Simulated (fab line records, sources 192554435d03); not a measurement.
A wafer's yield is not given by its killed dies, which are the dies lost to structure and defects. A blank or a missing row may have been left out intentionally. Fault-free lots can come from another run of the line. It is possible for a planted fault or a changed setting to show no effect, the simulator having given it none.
One fault seen from 2 desks ; flow n5_finfet ; numbers are kept per desk, each desk with only its own; the story behind them comes last

FROM THE METROLOGY DESK
What the gauges read for every lot (on any tool): the sampled wafers with a number, averaged. The brackets show how far a lot's mean lies from the usual mean; more than 4 standard deviations puts the lot out of limits, marked OUT. Only the readings that lie furthest out on some lot appear, 7 of the 11 it has.
Columns: A = DIBL_N at N5_BEOL_M4_RC_MEAS_101, usual 35.4 mV/V; B = DIBL_P at N5_BEOL_M4_RC_MEAS_101, usual 34.8 mV/V; C = IOFF_N at N5_BEOL_M4_RC_MEAS_101, usual 0.15 nA/um; D = ION_N at N5_BEOL_M4_RC_MEAS_101, usual 677 uA/um; E = ION_P at N5_BEOL_M4_RC_MEAS_101, usual 462 uA/um; F = SS_N at N5_BEOL_M4_RC_MEAS_101, usual 71.4 mV/dec; G = VT_N at N5_BEOL_M4_RC_MEAS_101, usual 250 mV
lot;first seen here;A;B;C;D;E;F;G
L354;day 6 00:49;34.6;33.6;0.15;678;459;71.4;249
L360;day 7 04:54;36.9;34.9;0.15;677;462;71.5;248
L362;day 8 03:28;34.7;33.7;0.17;689;467;71.6;246
L363;day 8 06:04;35.4;34.5;0.15;670;460;71.3;250
L364;day 8 11:32;32.2;31.2;0.10;644;448;70.3;256
L372;day 10 13:44;34.2;33.5;0.13;673;469;70.9;251
Result from this desk: across the 6 lots, nothing is out of limits.

TOOL OWNER'S DESK, ald_metal-02
The tool's own readings at N5_MOL_CONTACT_COAG_ALD_20 (deposits TiN, target thk 1.5 nm, pulse time 1 s, purge time 3 s): means of the sampled wafers that have a number, for each lot that ran on this tool. The brackets show how far a lot's mean lies from the usual mean; more than 4 standard deviations puts the lot out of limits, marked OUT.
Columns: A = heater_power_w at N5_MOL_CONTACT_COAG_ALD_20, usual 875 W; B = precursor_pulse_height_rel at N5_MOL_CONTACT_COAG_ALD_20, usual 0.998
lot;first seen here;A;B
L360;day 7 05:31;831;0.998
L363;day 8 06:42;847;0.994
L364;day 8 12:23;858;0.992
Result from this desk: across the 3 lots, nothing is out of limits.

PUT TOGETHER
The metrology desk saw nothing out of limits.
The desk of the tool owner found nothing out of limits.

WHAT THE SIMULATOR HAD PUT IN
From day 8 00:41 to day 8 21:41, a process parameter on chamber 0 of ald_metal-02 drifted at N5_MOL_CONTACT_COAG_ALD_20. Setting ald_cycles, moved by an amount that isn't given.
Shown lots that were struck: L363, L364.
